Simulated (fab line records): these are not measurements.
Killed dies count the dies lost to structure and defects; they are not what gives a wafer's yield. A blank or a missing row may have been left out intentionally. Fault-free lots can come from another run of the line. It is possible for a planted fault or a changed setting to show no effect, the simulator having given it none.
Problem report, 8D (eight disciplines) form, completed by code    flow n5Finfet    the parts of the form that need people (team, actions taken, sign-off) are left out

== 1. WHAT WENT WRONG ==
runLengthS at N5_HKMG_FIN_ETCH_35 reads a mean of 217.3 s on 1 wafer of 1 lot; wafers without a fault read 266.9 s with a standard deviation of 0.36. So: -99 or more standard deviations from the usual mean.
The step: etches SOC in N2/H2, target depth 215.8 nm, time 243.4 s.
First seen on wafer L669.1, day 5 23:10, on rieDiel-01. Wafers with a number at this step in the record: 15, from 5 lots. The rule behind "out" and "out of limits": a value lying over 4 standard deviations away from the usual mean. All remaining wafers that have a number are taken as sound.

== 2. WHAT IT IS AND WHAT IT IS NOT ==
question                     is                is not
which readings at this step  runLengthS        drypumpMotorCurrentA, oesProductAu, rfVppV, throttleValvePct
which lots                   L669              L663, L670, L682, L685
which wafers of those lots   L669.1            L669.4, L669.6
read on which tools          rieDiel-01        rieDiel-04, rieDiel-05
when                         from day 5 23:10  up to then (5 sound wafers); but 9 sound wafers of L670, L682, L685 came after

== 3. THE SUSPECTS, EACH WITH WHAT RULES IT OUT ==
Counting: any tool at a process step up to the reading remains a suspect provided it ran every lot that is out. Sound lots after the first of them don't rule it out here, since some wafers of a struck lot are sound.
- rieDiel-01 at N5_HKMG_FIN_DESCUM_17 (chemistry O2, time 7.9 s): kept. L669, the lot that is out, went through it at day 5 22:52; up to then, the latest sound lot through it was L663 at day 4 04:08.
- rieDiel-01 at N5_HKMG_FIN_ETCH_31 (etches SiARC in CF4, target depth 45.5 nm, time 75.8 s): kept. L669, the lot that is out, went through it at day 5 22:54; up to then, the latest sound lot through it was L663 at day 4 04:10.
- rieDiel-01 at N5_HKMG_FIN_ETCH_32 (etches SOC in N2/H2, target depth 240 nm, time 300 s): kept. L669, the lot that is out, went through it at day 5 22:57; up to then, the latest sound lot through it was L663 at day 4 04:14.
- rieDiel-01 at N5_HKMG_FIN_STRIP_34 (strips in CF4): kept. L669, the lot that is out, went through it at day 5 23:09; up to then, the latest sound lot through it was L663 at day 4 04:25.
- rieDiel-01 at N5_HKMG_FIN_ETCH_35 (etches SOC in N2/H2, target depth 215.8 nm, time 243.4 s): kept. L669, the lot that is out, went through it at day 5 23:10; up to then, the latest sound lot through it was L663 at day 4 04:26. Its own readings are out on those wafers: runLengthS.
- At N5_HKMG_FIN_DESCUM_17, inside rieDiel-01: chamber 1 took the wafers that are out, while their sound lot-mates went through chambers 2, 3.
- At N5_HKMG_FIN_ETCH_31, inside rieDiel-01: chamber 1 took the wafers that are out, while their sound lot-mates went through chambers 2, 3.
- At N5_HKMG_FIN_ETCH_32, inside rieDiel-01: chamber 1 took the wafers that are out, while their sound lot-mates went through chambers 2, 3.
- At N5_HKMG_FIN_STRIP_34, inside rieDiel-01: chamber 1 took the wafers that are out, while their sound lot-mates went through chambers 2, 3.
- At N5_HKMG_FIN_ETCH_35, inside rieDiel-01: chamber 1 took the wafers that are out, while their sound lot-mates went through chambers 2, 3.
Left after counting: rieDiel-01 at N5_HKMG_FIN_DESCUM_17, rieDiel-01 at N5_HKMG_FIN_ETCH_31, rieDiel-01 at N5_HKMG_FIN_ETCH_32, rieDiel-01 at N5_HKMG_FIN_STRIP_34, rieDiel-01 at N5_HKMG_FIN_ETCH_35.

== 4. THE CAUSE (what the simulator had put in) ==
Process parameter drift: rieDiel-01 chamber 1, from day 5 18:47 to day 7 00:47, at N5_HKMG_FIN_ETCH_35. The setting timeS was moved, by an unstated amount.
5 suspects survive the count, and this tool is in that group.

== 5. THE EFFECT CHAIN, in route order ==
One row per reading whose mean, taken over the struck wafers that have a number, lies over 3 standard deviations from the usual. Scope: only readings with a usual standard deviation given in the record; hours: median across lots of the time from each lot's start at the first step in this table that gives one to its start at this step; sigmas: change in usual standard deviations.
hours  step                 reading     usual    on struck wafers  change  sigmas
0      N5_HKMG_FIN_ETCH_35  runLengthS  266.9 s  217.3             -49.6   -99 or more
Process steps it contains:
- N5_HKMG_FIN_ETCH_35: etches SOC in N2/H2, target depth 215.8 nm, time 243.4 s.
Later measuring or inspecting steps at which every struck wafer that the step has a row for has a number for every such reading, and none has moved that far: N5_BEOL_M4_RC_MEAS_101.

== 6. WHAT WOULD HAVE CAUGHT IT SOONER ==
In this record no reading fell out of limits until day 5 23:10, 4 hours after the fault had begun at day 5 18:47.
